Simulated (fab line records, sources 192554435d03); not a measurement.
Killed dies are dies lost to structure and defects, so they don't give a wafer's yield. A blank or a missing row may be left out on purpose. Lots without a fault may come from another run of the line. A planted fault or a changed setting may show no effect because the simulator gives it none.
fab line records | flow n5_finfet
record lots=10 wafers=28 last_day=17
route steps=1938 shown BEOL_M3@963 BEOL_M4@1111 PASSIVATION@1936
lots that met no fault: from a run of the same line without faults
start_h: hours from the record's first day to the start of the lot's first wafer shown | wait_h: hours since the lot's step before | " the same as in the row above | L1.1+2: a row that stands for several wafers | - no value, or no start given | * or withheld: withheld | < > ~ a bound
route shown NAME@n: a module of which the file shows steps, and the number in the route of the first | usual: mean/standard deviation of fault-free wafers | same: alike in all rows | chamber/n: place in a boat | sites: the reading at each site | _std_site: their standard deviation | _edge_site: outer sites' mean less inner sites' | radius_mm: how far each site lies from the wafer's centre | mask NAME#n: copy n | behind: the tool/chamber that last shaped the wafer | hold: why the lot was held/for how many hours/how that ended | device: the transistor (n, p or np) that didn't switch | end of line: the same wafers' tests at the end of the route | a step without rows: its recipe alone | killed: dies lost to structure and defects at the first sort, not the wafer's yield | map: a wafer's dies, x killed, . not, _ none there
set.NAME: the setting as run; set.NAME@STEP: as run at that earlier step | model.NAME: the simulator's own value behind a step, which no gauge read
steps of the route over a sample of lots; a table a step, a row a wafer
services: from which hour (start_h, from the record's first day; less than 0 if before it) a tool's chamber was out of use, for how many hours, and why
## steps
# step N5_BEOL_M3_EXPOSE_25
# recipe mask_id=V2 na=0.33 source_shape=quasar sigma_inner=0.2 sigma_outer=0.8 polarization=unpolarized defocus_nm=5 dose_mj=63
# usual exposure_dose_mJ_cm2=62.80/0.081 stage_msd_nm=0.813/0.0054
# same sigma_inner=0.2
# columns lot.wafer tool chamber start_h wait_h mask exposure_dose_mJ_cm2 stage_msd_nm
L877.1 euv_scanner-01 0 160.88 - V2#0 62.88 0.811
L877.2 " 0 " " V2#0 62.88 0.807
L877.5 " 0 " " V2#0 62.80 0.809
L881.2 euv_scanner-01 0 183.57 - V2#0 62.87 0.811
L881.4 " 0 " " V2#0 62.87 0.811
L881.5 " 0 " " V2#0 62.74 0.812
L885.3 euv_scanner-01 0 209.74 - V2#0 62.76 0.815
L885.6 " 0 " " V2#0 62.83 0.813
L886.1 euv_scanner-01 0 212.87 - V2#0 62.76 0.809
L886.2 " 0 " " V2#0 62.78 0.810
L886.5 " 0 " " V2#0 62.79 0.811
L887.1 euv_scanner-02 0 216.81 - V2#0 62.74 0.820
L887.3 " 0 " " V2#0 62.75 0.817
L887.4 " 0 " " V2#0 62.76 0.817
L888.2 euv_scanner-02 0 217.56 - V2#0 62.73 0.819
L888.3 " 0 " " V2#0 62.70 0.820
L893.1 euv_scanner-01 0 266.15 - V2#0 64.40 0.804
L893.4 " 0 " " V2#0 64.44 0.807
L893.6 " 0 " " V2#0 64.33 0.805
L894.1 euv_scanner-01 0 274.06 - V2#0 64.13 0.804
L894.3 " 0 " " V2#0 63.97 0.805
L894.5 " 0 " " V2#0 64.09 0.805
L896.2 euv_scanner-01 0 278.84 - V2#0 63.79 0.809
L896.3 " 0 " " V2#0 63.80 0.803
L896.5 " 0 " " V2#0 63.79 0.805
L898.2 euv_scanner-02 0 283.72 - V2#0 62.78 0.821
L898.3 " 0 " " V2#0 62.69 0.822
L898.6 " 0 " " V2#0 62.72 0.821
# step N5_BEOL_M3_DESCUM_33
# recipe chemistry=O2 time_s=7 source_power_w=50 bias_power_w=20 pressure_mtorr=20 rf_frequency_hz=2.712e+07 temp_c=40 resist=CAR-EUV o2_flow_sccm=225
# usual chamber_pressure_mTorr=20.002/0.023 drypump_motor_current_A=5.7/0.45 oes_product_au=0.74/0.056 rf_fwd_power_W=49.38/0.23 rf_vpp_V=243.1/1.4 showerhead_plenum_p_Torr=2.09/0.066 throttle_valve_pct=20.47/0.18
# same time_s=7
# columns lot.wafer tool chamber start_h wait_h chamber_pressure_mTorr drypump_motor_current_A oes_product_au rf_fwd_power_W rf_hours_counter_h rf_vpp_V showerhead_plenum_p_Torr throttle_valve_pct
L877.1 rie_diel-02 0 161.15 0.0 19.968 5.7 0.74 49.32 157 242.7 2.09 20.30
L877.2 " 3 " " 20.006 5.9 0.70 48.99 193 241.6 2.00 20.52
L877.5 " 3 " " 20.013 5.9 0.71 49.29 - 240.5 2.00 20.49
L881.2 rie_diel-05 1 183.83 0.0 19.972 5.7 0.71 49.67 175 242.2 2.00 20.88
L881.4 " 0 " " 20.038 5.9 0.84 49.51 75 245.3 2.20 20.40
L881.5 " 3 " " 20.016 5.6 0.72 49.50 - 244.6 2.17 20.58
L885.3 rie_diel-05 1 209.99 0.0 19.995 5.7 0.72 49.72 183 241.3 2.00 20.91
L885.6 " 2 " " 19.992 5.6 0.72 49.65 - 243.4 2.15 20.37
L886.1 rie_diel-02 0 213.14 0.0 19.991 5.7 0.73 49.63 174 243.3 2.09 20.31
L886.2 " 3 " " 20.004 5.9 0.70 49.17 210 243.6 1.99 20.55
L886.5 " 0 " " 20.010 5.7 0.73 49.31 - 242.6 2.09 20.33
L887.1 rie_diel-05 3 217.19 0.2 20.009 5.6 0.71 49.27 229 244.0 2.16 20.60
L887.3 " 2 " " 19.975 5.6 0.71 49.43 223 242.5 2.15 20.35
L887.4 " 0 " " 20.004 5.9 0.82 49.43 85 244.3 2.19 20.43
L888.2 rie_diel-02 3 217.82 0.0 19.987 5.9 0.69 49.18 211 242.0 1.99 20.54
L888.3 " 0 " " 20.000 5.8 0.73 49.54 176 243.0 2.09 20.32
L893.1 rie_diel-01 0 266.42 0.0 20.027 6.0 0.75 49.28 174 241.2 2.02 20.83
L893.4 " 1 " " 20.021 6.5 0.87 49.30 66 243.4 2.12 20.29
L893.6 " 2 " " 19.995 6.0 0.69 49.33 - 242.9 2.14 20.47
L894.1 rie_diel-02 0 274.34 0.0 19.988 5.7 0.72 49.40 191 243.1 2.08 20.34
L894.3 " 3 " " 20.021 5.9 0.69 49.28 227 241.2 1.99 20.57
L894.5 " 2 " " 19.994 4.9 0.72 49.70 - 243.3 2.06 20.25
L896.2 rie_diel-02 1 279.10 0.0 20.030 6.1 0.70 49.19 218 243.3 2.16 20.50
L896.3 " 0 " " 20.039 5.7 0.72 49.39 192 243.6 2.08 20.35
L896.5 " 1 " " 20.039 6.1 0.70 49.30 - 244.7 2.16 20.51
L898.2 rie_diel-02 0 283.98 0.0 20.015 5.7 0.72 49.46 194 243.5 2.08 20.35
L898.3 " 1 " " 19.994 6.1 0.70 49.34 219 244.0 2.16 20.49
L898.6 " 1 " " 20.023 6.2 0.70 49.21 - 244.2 2.16 20.51
# step N5_BEOL_M3_ETCH_69
# recipe chemistry=CF4 target=SiARC target_depth_a=156 mask_material=CAR-EUV time_s=26 ion_energy_ev=80 pressure_mtorr=40 source_w=545 bias_w=36 Ar_flow_sccm=100 cf4_flow_sccm=100 ends=cleared
# usual chamber_pressure_mTorr=40.00/0.035 drypump_motor_current_A=5.7/0.45 etch_rf_on_time_s=26.1/0.55 oes_product_au=0.63/0.045 rf_fwd_power_W=532.1/1.8 rf_vpp_V=183.9/1.3 showerhead_plenum_p_Torr=2.13/0.07 throttle_valve_pct=15.68/0.14
# columns lot.wafer tool chamber start_h wait_h chamber_pressure_mTorr drypump_motor_current_A etch_rf_on_time_s oes_product_au rf_fwd_power_W rf_hours_counter_h rf_vpp_V showerhead_plenum_p_Torr throttle_valve_pct
L877.1 rie_diel-02 0 161.20 0.0 39.98 5.8 25.2 0.64 533.4 157 183.6 2.15 15.57
L877.2 " 3 " " 40.03 5.9 26.7 0.60 531.5 193 184.3 2.04 15.70
L877.5 " 3 " " 40.07 5.9 26.7 0.60 529.0 - 182.6 2.04 15.69
L881.2 rie_diel-05 1 183.88 0.0 39.99 5.7 27.2 0.61 533.0 175 182.1 2.05 16.01
L881.4 " 0 " " 39.97 5.9 25.9 0.72 533.0 75 186.0 2.25 15.62
L881.5 " 3 " " 40.05 5.6 25.9 0.61 532.7 - 182.4 2.20 15.67
L885.3 rie_diel-05 1 210.04 0.0 40.07 5.7 27.1 0.60 533.9 183 182.7 2.05 16.00
L885.6 " 2 " " 39.96 5.6 26.8 0.60 533.4 - 184.3 2.20 15.71
L886.1 rie_diel-02 0 213.19 0.0 40.01 5.8 25.2 0.62 531.8 174 185.9 2.14 15.58
L886.2 " 3 " " 40.01 5.9 26.8 0.58 533.5 210 183.9 2.04 15.72
L886.5 " 0 " " 39.94 5.8 25.4 0.63 529.0 - 184.6 2.14 15.60
L887.1 rie_diel-05 3 217.25 0.0 40.07 5.6 26.1 0.59 532.3 229 185.6 2.19 15.68
L887.3 " 2 " " 40.00 5.6 26.7 0.60 535.0 223 183.9 2.20 15.69
L887.4 " 0 " " 39.98 5.9 25.7 0.71 532.7 85 185.1 2.25 15.62
L888.2 rie_diel-02 3 217.87 0.0 39.99 5.9 26.6 0.59 531.3 211 182.8 2.04 15.72
L888.3 " 0 " " 40.04 5.7 25.2 0.63 534.5 176 183.3 2.14 15.59
L893.1 rie_diel-01 0 266.47 0.0 40.01 6.0 26.3 0.64 534.1 174 183.2 2.05 15.87
L893.4 " 1 " " 39.95 6.5 26.3 0.72 532.3 66 185.4 2.16 15.47
L893.6 " 2 " " 40.06 5.9 27.0 0.59 532.9 - 184.1 2.21 15.87
L894.1 rie_diel-02 0 274.39 0.0 40.02 5.8 24.9 0.62 534.1 191 183.4 2.14 15.63
L894.3 " 3 " " 40.02 5.9 26.8 0.57 531.1 227 182.5 2.03 15.76
L894.5 " 2 " " 40.00 4.9 25.7 0.62 535.1 - 184.3 2.11 15.58
L896.2 rie_diel-02 1 279.15 0.0 39.98 6.2 26.0 0.60 529.4 218 185.6 2.21 15.74
L896.3 " 0 " " 40.03 5.8 25.4 0.62 531.6 192 183.6 2.14 15.62
L896.5 " 1 " " 40.05 6.1 25.8 0.60 530.5 - 182.9 2.21 15.74
L898.2 rie_diel-02 0 284.03 0.0 39.99 5.7 25.1 0.61 530.4 194 183.3 2.13 15.63
L898.3 " 1 " " 39.96 6.2 25.8 0.61 529.4 219 186.3 2.21 15.74
L898.6 " 1 " " 40.02 6.2 26.0 0.59 531.8 - 184.8 2.21 15.74
# step N5_BEOL_M3_ALD_98
# recipe material=SiO2 target_thk_a=25 temp_c=100 ald_precursor_family=BDEAS ald_co_reactant=O2-plasma pulse_time_s=1 co_reactant_pulse_time_s=1 purge_time_s=2 co_reactant_purge_time_s=2 ald_cycles=17 pressure_torr=2
# usual chamber_pressure_Torr=2.000/0.0041 heater_power_w=77/6.9 precursor_pulse_height_rel=1.001/0.017
# same pulse_time_s=1 purge_time_s=2
# columns lot.wafer tool chamber start_h wait_h chamber_pressure_Torr heater_power_w precursor_pulse_height_rel since_wet_clean_h
L877.1 ald_sin-02 3 161.49 0.3 1.996 72 1.002 259
L877.2 " 1 " " 1.999 79 1.018 259
L877.5 " 3 " " 1.995 74 1.023 -
L881.2 ald_sin-02 3 184.05 0.1 1.999 75 1.003 281
L881.4 " 0 " " 2.003 64 1.009 281
L881.5 " 3 " " 1.999 74 0.994 -
L885.3 ald_sin-03 2 210.12 0.1 1.997 90 0.997 110
L885.6 " 3 " " 1.999 74 1.022 -
L886.1 ald_sin-01 1 213.63 0.4 1.994 71 1.000 23
L886.2 " 3 " " 2.000 86 0.981 23
L886.5 " 1 " " 2.003 71 0.998 -
L887.1 ald_sin-02 3 217.33 0.1 2.004 76 1.024 315
L887.3 " 1 " " 2.001 78 0.976 315
L887.4 " 2 " " 2.001 77 0.968 -
L888.2 ald_sin-02 3 217.95 0.1 1.998 77 0.985 315
L888.3 " 1 " " 2.001 78 0.978 315
L893.1 ald_sin-02 2 266.55 0.1 1.994 78 0.995 364
L893.4 " 3 " " 1.994 74 0.991 -
L893.6 " 0 " " 1.999 64 1.012 -
L894.1 ald_sin-01 3 274.58 0.2 2.001 90 1.009 84
L894.3 " 0 " " 1.998 78 1.017 84
L894.5 " 2 " " 2.001 81 1.013 -
L896.2 ald_sin-03 3 279.74 0.6 2.002 74 0.996 180
L896.3 " 2 " " 2.008 90 0.990 180
L896.5 " 2 " " 1.995 89 1.018 -
L898.2 ald_sin-02 0 284.11 0.1 2.003 67 0.993 2
L898.3 " 1 " " 1.997 77 0.985 2
L898.6 " 3 " " 2.008 73 1.000 -
# step N5_BEOL_M4_RC_MEAS_101
# usual DIBL_N=36.0/1.6 DIBL_P=36.1/2 IOFF_N=0.160/0.029 IOFF_P=0.21/0.039 ION_N=675/13 ION_P=464/8.8 SS_N=71.5/0.58 SS_P=73.3/0.65 VT_N=250/3.3 VT_P=-249/3.6
# columns lot.wafer tool chamber start_h wait_h DIBL_N[mV/V] DIBL_P[mV/V] IOFF_N[nA/um] IOFF_P[nA/um] ION_N[uA/um] ION_P[uA/um] SS_N[mV/dec] SS_P[mV/dec] VT_N[mV] VT_P[mV]
L877.1 prober-01 0 175.16 0.0 34.1 34.5 0.128 0.17 666 456 72.0 72.5 252 -252
L877.2 " 0 " " 36.9 37.5 0.173 0.22 693 473 71.0 73.4 248 -248
L877.5 " 0 " " 33.7 33.5 0.118 0.15 665 452 71.2 72.2 255 -255
L881.2 prober-01 0 204.50 0.2 36.7 38.2 0.177 0.22 677 454 70.9 74.5 250 -250
L881.4 " 0 " " 35.7 37.7 0.172 0.22 671 461 71.7 73.8 249 -252
L881.5 " 0 " " 34.9 35.4 0.150 0.18 657 447 71.5 73.5 252 -254
L885.3 prober-02 0 234.71 0.3 36.3 36.7 0.166 0.23 679 463 72.5 72.7 248 -246
L885.6 " 0 " " 37.7 38.8 0.180 0.26 672 458 72.1 73.5 248 -247
L886.1 prober-01 0 236.24 0.0 38.9 40.7 0.232 0.32 697 482 72.8 74.6 244 -243
L886.2 " 0 " " 38.3 39.9 0.210 0.31 696 487 71.8 74.6 245 -243
L886.5 " 0 " " 37.0 38.5 0.171 0.26 671 474 72.0 73.7 252 -245
L887.1 prober-02 0 238.06 0.0 35.3 34.1 0.138 0.19 681 470 70.5 73.3 251 -252
L887.3 " 0 " " 35.9 35.1 0.154 0.20 678 472 70.8 72.9 250 -251
L887.4 " 0 " " 36.4 35.6 0.165 0.21 694 474 72.1 73.4 247 -250
L888.2 prober-01 0 238.45 0.2 35.6 34.9 0.155 0.22 652 457 71.7 72.7 250 -248
L888.3 " 0 " " 36.5 37.6 0.178 0.27 689 474 71.2 74.2 247 -246
L893.1 prober-02 0 286.33 0.0 37.0 37.9 0.177 0.24 694 478 72.3 73.2 245 -245
L893.4 " 0 " " 38.7 39.9 0.218 0.30 711 482 72.2 74.3 244 -244
L893.6 " 0 " " 38.2 40.1 0.195 0.29 689 480 72.1 73.8 244 -244
L896.2 prober-02 0 294.61 0.2 31.8 33.0 0.115 0.18 667 461 70.8 72.4 256 -250
L896.3 " 0 " " 32.8 34.9 0.123 0.21 663 468 71.1 73.2 254 -246
L896.5 " 0 " " 35.6 37.3 0.171 0.24 681 471 71.3 73.8 249 -247
L894.1 prober-01 0 297.94 0.0 34.8 34.0 0.146 0.17 687 463 70.9 72.3 247 -252
L894.3 " 0 " " 36.2 35.5 0.154 0.20 681 469 71.5 73.7 248 -250
L894.5 " 0 " " 36.8 35.9 0.174 0.21 699 468 71.2 73.0 247 -250
L898.2 prober-01 0 302.01 0.2 37.1 39.3 0.192 0.30 682 472 70.9 74.7 245 -242
L898.3 " 0 " " 37.2 38.6 0.181 0.27 677 469 72.6 73.8 247 -246
L898.6 " 0 " " 38.8 40.2 0.234 0.31 687 468 72.1 74.1 244 -242
# step N5_PASSIVATION_PROBE_49
# usual defect_limited_yield=91.0/1.3 killed_at_M0_to_M3=36/9.5 killed_at_M4_up=14/5.6 killed_at_contacts=12/6.4 killed_at_front_end=40/10 killed_at_other=3.2/3 killed_dies=107/15 killed_open=69/12 killed_short=35/7.7 sort_bin_5_function=5.3/0.91 sort_bin_6_memory=3.3/0.65 sort_n_pass=1073/15 sort_yield_pct=91.0/1.3
# same gross_dies=1180 killed_at_back_side=0 sort_bin_4_leakage[%]=0 sort_bin_8_speed[%]=0
# columns lot.wafer tool chamber start_h wait_h defect_limited_yield[%] killed_at_M0_to_M3 killed_at_M4_up killed_at_contacts killed_at_front_end killed_at_other killed_dies killed_open killed_short sort_bin_5_function[%] sort_bin_6_memory[%] sort_n_pass sort_yield_pct[%]
L877.1 prober-02 - 275.74 0.0 88.9 53 12 27 36 3 131 79 44 6.5 3.9 1049 88.9
L877.2 prober-02 - 275.79 0.1 91.4 38 17 10 35 1 101 67 32 4.7 3.6 1079 91.4
L877.5 prober-02 - 275.94 0.2 92.3 31 8 12 38 2 91 61 29 5.2 2.3 1089 92.3
L881.2 prober-01 - 303.37 0.1 88.0 35 27 15 60 5 142 103 33 7.4 4.1 1038 88.0
L881.4 prober-01 - 303.47 0.2 91.9 20 21 13 33 8 95 66 29 5.0 2.8 1085 91.9
L881.5 prober-01 - 303.52 0.2 91.2 24 15 16 47 2 104 70 33 5.6 2.9 1076 91.2
L885.3 prober-01 - 346.37 0.1 92.0 22 19 10 38 5 94 60 30 4.7 2.6 1086 92.0
L885.6 prober-01 - 346.52 0.3 91.2 25 13 15 45 6 104 68 32 4.8 3.6 1076 91.2
L887.1 prober-02 - 347.34 0.0 93.6 19 9 8 36 3 75 33 40 3.5 2.3 1105 93.6
L887.3 prober-02 - 347.44 0.1 92.9 33 13 8 27 3 84 54 29 3.7 3.0 1096 92.9
L887.4 prober-02 - 347.49 0.2 92.4 23 9 7 43 8 90 50 32 3.8 3.1 1090 92.4
L888.2 prober-02 - 354.66 0.1 88.4 58 13 23 40 3 137 92 39 6.3 4.7 1043 88.4
L888.3 prober-02 - 354.71 0.1 91.4 35 12 13 41 1 102 62 33 5.3 2.5 1078 91.4
L886.1 prober-01 - 354.68 0.0 91.1 28 12 8 51 6 105 63 38 4.7 3.6 1075 91.1
L886.2 prober-01 - 354.73 0.1 93.3 24 9 12 32 2 79 39 40 4.1 2.3 1101 93.3
L886.5 prober-01 - 354.88 0.2 90.2 40 5 12 56 3 116 71 43 5.5 4.0 1064 90.2
L898.2 prober-01 - 410.05 0.1 91.1 38 22 26 18 1 105 76 29 5.9 2.8 1075 91.1
L898.3 prober-01 - 410.10 0.1 91.4 24 26 15 35 1 101 77 24 5.1 3.4 1079 91.4
L898.6 prober-01 - 410.25 0.3 91.2 29 21 19 33 2 104 78 25 6.1 2.5 1076 91.2
# killed by level:class
L877.1 MOL_CONTACT_COAG:geometric_particle:open=21 BEOL_M2:geometric_particle:open=12 BEOL_M3:geometric_particle:open=10 BEOL_M1:geometric_particle:open=8 FIN_SAQP:geometric_particle:short=7 BEOL_M0_SAQP:geometric_particle:short=7 MOL_CONTACT_COAG:geometric_particle:short=6 BEOL_M0_SAQP:geometric_particle:open=6
L877.2 BEOL_M3:geometric_particle:open=12 FIN_SAQP:geometric_particle:open=10 BEOL_M1:geometric_particle:open=10 MOL_CONTACT_COAG:geometric_particle:open=9 FIN_SAQP:geometric_particle:short=7 BEOL_M4:geometric_particle:open=7 GATE_CUT:geometric_particle:short=5 DUMMY_GATE:geometric_particle:open=4
L877.5 MOL_CONTACT_COAG:geometric_particle:open=9 GATE_CUT:geometric_particle:open=8 BEOL_M1:geometric_particle:open=7 FIN_SAQP:geometric_particle:short=5 FIN_SAQP:geometric_particle:open=5 STI_FIN_REVEAL:geometric_particle:open=5 BEOL_M0_SAQP:geometric_particle:short=5 BEOL_M3:geometric_particle:open=5
L881.2 STI_FIN_REVEAL:geometric_particle:open=21 BEOL_M4:geometric_particle:open=15 MOL_CONTACT_COAG:geometric_particle:open=12 BEOL_M2:geometric_particle:open=12 FIN_SAQP:geometric_particle:open=8 GATE_CUT:geometric_particle:short=8 DUMMY_GATE:geometric_particle:open=7 BEOL_M0_SAQP:geometric_particle:open=6
L881.4 BEOL_M4:geometric_particle:open=15 MOL_CONTACT_COAG:geometric_particle:open=9 STI_FIN_REVEAL:geometric_particle:open=8 BEOL_M2:geometric_particle:open=7 FIN_SAQP:geometric_particle:short=5 BEOL_M0_SAQP:geometric_particle:open=5 FIN_SAQP:geometric_particle:open=4 MOL_CONTACT_COAG:geometric_particle:short=4
L881.5 FIN_SAQP:geometric_particle:open=17 MOL_CONTACT_COAG:geometric_particle:open=14 BEOL_M2:geometric_particle:open=10 BEOL_M4:geometric_particle:open=10 GATE_CUT:geometric_particle:short=5 FIN_SAQP:geometric_particle:short=4 DUMMY_GATE:geometric_particle:open=4 BEOL_M1:geometric_particle:open=3
L885.3 BEOL_M4:geometric_particle:open=9 MOL_CONTACT_COAG:geometric_particle:open=7 BEOL_M0_SAQP:geometric_particle:open=7 FIN_SAQP:geometric_particle:short=6 STI_FIN_REVEAL:geometric_particle:open=5 FIN_SAQP:geometric_particle:open=4 GATE_CUT:geometric_particle:short=4 BEOL_M0_SAQP:geometric_particle:short=4
L885.6 MOL_CONTACT_COAG:geometric_particle:open=13 STI_FIN_REVEAL:geometric_particle:open=10 BEOL_M1:geometric_particle:open=8 FIN_SAQP:geometric_particle:open=5 FIN_SAQP:geometric_particle:short=5 BEOL_M0_SAQP:geometric_particle:short=5 GATE_CUT:geometric_particle:short=5 BEOL_M2:geometric_particle:open=5
L887.1 FIN_SAQP:geometric_particle:short=9 FIN_SAQP:geometric_particle:open=6 MOL_CONTACT_COAG:geometric_particle:open=6 BEOL_M0_SAQP:geometric_particle:short=5 BEOL_M1:geometric_particle:short=5 BEOL_M0_SAQP:geometric_particle:open=4 GATE_CUT:geometric_particle:short=3 ILD0:geometric_particle:open=3
L887.3 BEOL_M0_SAQP:geometric_particle:short=14 BEOL_M0_SAQP:geometric_particle:open=9 FIN_SAQP:geometric_particle:open=8 MOL_CONTACT_COAG:geometric_particle:open=8 BEOL_M1:geometric_particle:open=7 FIN_SAQP:geometric_particle:short=4 BEOL_M4:geometric_particle:open=4 BEOL_M3:geometric_particle:open=3
L887.4 FIN_SAQP:geometric_particle:short=15 HKMG_FIN:area_etch=7 MOL_CONTACT_COAG:geometric_particle:open=6 BEOL_M1:geometric_particle:open=6 BEOL_M3:geometric_particle:open=6 GATE_CUT:geometric_particle:open=5 BEOL_M4:geometric_particle:open=5 GATE_CUT:geometric_particle:short=4
L888.2 MOL_CONTACT_COAG:geometric_particle:open=20 BEOL_M0_SAQP:geometric_particle:open=17 BEOL_M0_SAQP:geometric_particle:short=13 BEOL_M3:geometric_particle:open=12 STI_FIN_REVEAL:geometric_particle:open=10 STI_FIN_REVEAL:geometric_particle:short=7 BEOL_M4:geometric_particle:open=7 BEOL_M2:geometric_particle:open=6
L886.1 STI_FIN_REVEAL:geometric_particle:open=14 BEOL_M0_SAQP:geometric_particle:short=9 FIN_SAQP:geometric_particle:short=8 FIN_SAQP:geometric_particle:open=7 BEOL_M0_SAQP:geometric_particle:open=7 STI_FIN_REVEAL:geometric_particle:short=5 MOL_CONTACT_COAG:geometric_particle:open=5 BEOL_M3:geometric_particle:open=4
L888.3 STI_FIN_REVEAL:geometric_particle:open=13 MOL_CONTACT_COAG:geometric_particle:open=11 BEOL_M0_SAQP:geometric_particle:short=10 GATE_CUT:geometric_particle:short=6 BEOL_M4:geometric_particle:open=6 BEOL_M0_SAQP:geometric_particle:open=5 BEOL_M1:geometric_particle:open=5 HKMG_FIN:area_etch=5
L886.2 MOL_CONTACT_COAG:geometric_particle:open=9 FIN_SAQP:geometric_particle:short=8 STI_FIN_REVEAL:geometric_particle:open=5 GATE_CUT:geometric_particle:short=5 BEOL_M0_SAQP:geometric_particle:short=5 DUMMY_GATE:geometric_particle:open=4 BEOL_M0_SAQP:geometric_particle:open=4 BEOL_M2:geometric_particle:open=4
L886.5 BEOL_M0_SAQP:geometric_particle:open=14 FIN_SAQP:geometric_particle:short=11 MOL_CONTACT_COAG:geometric_particle:open=10 GATE_CUT:geometric_particle:short=9 BEOL_M0_SAQP:geometric_particle:short=9 BEOL_M3:geometric_particle:open=8 FIN_SAQP:geometric_particle:open=7 STI_FIN_REVEAL:geometric_particle:open=7
L898.2 MOL_CONTACT_COAG:geometric_particle:open=22 BEOL_M4:geometric_particle:open=16 BEOL_M1:geometric_particle:open=11 BEOL_M2:geometric_particle:open=10 BEOL_M1:geometric_particle:short=5 MOL_CONTACT_COAG:geometric_particle:short=4 STI_FIN_REVEAL:geometric_particle:open=3 BEOL_M0_SAQP:geometric_particle:short=3
L898.3 BEOL_M4:geometric_particle:open=15 MOL_CONTACT_COAG:geometric_particle:open=13 FIN_SAQP:geometric_particle:open=7 BEOL_M2:geometric_particle:open=6 DUMMY_GATE:geometric_particle:open=5 BEOL_M3:geometric_particle:open=5 ILD0:geometric_particle:short=4 GATE_CUT:geometric_particle:short=4
L898.6 MOL_CONTACT_COAG:geometric_particle:open=17 BEOL_M4:geometric_particle:open=11 FIN_SAQP:geometric_particle:open=9 BEOL_M0_SAQP:geometric_particle:short=7 DUMMY_GATE:geometric_particle:open=6 STI_FIN_REVEAL:geometric_particle:open=4 BEOL_M0_SAQP:geometric_particle:open=4 BEOL_M2:geometric_particle:open=4
## services
# columns tool chamber start_h hours kind
euv_scanner-02 - 137.16 1.0 pm
rie_diel-02 1 163.00 10.2 repair
euv_scanner-01 - 167.80 1.0 pm
ald_sin-01 - 176.75 14.0 pm
rie_diel-05 1 177.64 1.4 repair
rie_diel-01 0 181.02 4.1 repair
euv_scanner-01 0 184.87 - calibration
euv_scanner-02 - 193.31 1.0 pm
ald_sin-01 2 194.30 4.3 repair
euv_scanner-01 - 194.71 5.8 pm
ald_sin-02 0 197.62 23.9 repair
ald_sin-03 2 204.26 4.2 repair
euv_scanner-02 - 205.09 4.6 pm
ald_sin-02 - 206.28 1.0 repair
euv_scanner-01 - 223.95 1.0 pm
euv_scanner-02 - 249.46 1.0 pm
ald_sin-02 1 250.79 19.6 repair
ald_sin-01 0 250.92 7.7 repair
ald_sin-02 - 268.25 14.0 pm
ald_sin-02 0 268.25 14.0 vent_cycle
ald_sin-02 2 268.25 14.0 vent_cycle
ald_sin-02 3 268.25 14.0 vent_cycle
euv_scanner-01 - 280.10 1.0 pm
ald_sin-02 0 282.25 - clean
## key
first_sign step=N5_BEOL_M3_EXPOSE_25 reading=exposure_dose_mJ_cm2 direction=up sigmas=16 usual=62.80 struck=64.08
effect none on later readings
met_at N5_BEOL_M3_EXPOSE_25
struck_lots L893,L894,L896
rows_end L893.1,L893.4,L893.6,L894.1,L894.3,L894.5,L896.2,L896.3,L896.5
loop_trim step=N5_BEOL_M3_EXPOSE_25 setting=dose lots=L894,L896
not_acting_at N5_BEOL_M3_DESCUM_33,N5_BEOL_M3_ETCH_69,N5_BEOL_M3_ALD_98
onset_between 212.87 266.15
earlier_fault kind=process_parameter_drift tool=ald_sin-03 chamber=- onset_h=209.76 steps=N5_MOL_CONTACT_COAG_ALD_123 channel=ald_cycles offset=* shape=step acts_in=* stated=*
fault kind=process_parameter_drift tool=euv_scanner-01 chamber=- onset_h=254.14 steps=N5_BEOL_M3_EXPOSE_25 channel=dose_mj offset=1.5768 shape=step acts_in=these_recipes_only stated=63
# rows_end: these wafers met a further fault down the route, and their rows from its step on are left out
# loop_trim: a control loop set the setting to another value than it would have without faults
